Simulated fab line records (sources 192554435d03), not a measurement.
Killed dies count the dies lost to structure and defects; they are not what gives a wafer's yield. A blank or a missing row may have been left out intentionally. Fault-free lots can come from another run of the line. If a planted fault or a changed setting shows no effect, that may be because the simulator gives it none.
Matching of chambers	flow n5-finfet	ald-metal-02 running N5_BEOL_M5_ALD_86: 4 sister chambers
The step deposits TaN, pulse time 2 s, purge time 3 s, co reactant purge time 2 s. 4 wafers are shown with their chamber, then 9 later ones without.

## WAFERS PAIRED WITH THEIR CHAMBERS
wafer	chamber	heater-power-w (W)
L084.6	1	348
L088.1	0	424
L088.4	2	422
L088.5	3	431

## WAFERS MISSING THEIR CHAMBER
wafer	heater-power-w (W)
L092.2	416
L092.4	434
L092.6	345
L091.1	426
L091.4	357
L091.5	423
L096.1	428
L096.4	422
L096.6	419

## EACH ONE'S CHAMBER
wafer	from the rows above	in truth
L092.2	can't be placed: 2 or 0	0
L092.4	can't be placed: 3 or 0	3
L092.6	1	1
L091.1	can't be placed: 0 or 2 or 3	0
L091.4	1	1
L091.5	can't be placed: 0 or 2 or 3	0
L096.1	can't be placed: 3 or 0 or 2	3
L096.4	can't be placed: 2 or 0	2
L096.6	can't be placed: 2 or 0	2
Correct placement for 2 of the 9. From these rows, 7 cannot be placed; in 7 the true chamber is one of the candidates. 0 placed wrongly.
How it was worked out, from the rows above alone: a wafer's distance from a chamber is the root of the sum, over the readings, of the square of ((its reading less the chamber's mean) divided by the reading's scatter). The wafer belongs to the nearest chamber; if the next one is less than 2 further off, it can't be placed. Each chamber's mean is taken over the wafers shown for it. The scatter (one wafer shown for each chamber): square how far every hidden wafer sits from the nearest shown wafer, average those squares and take the square root.
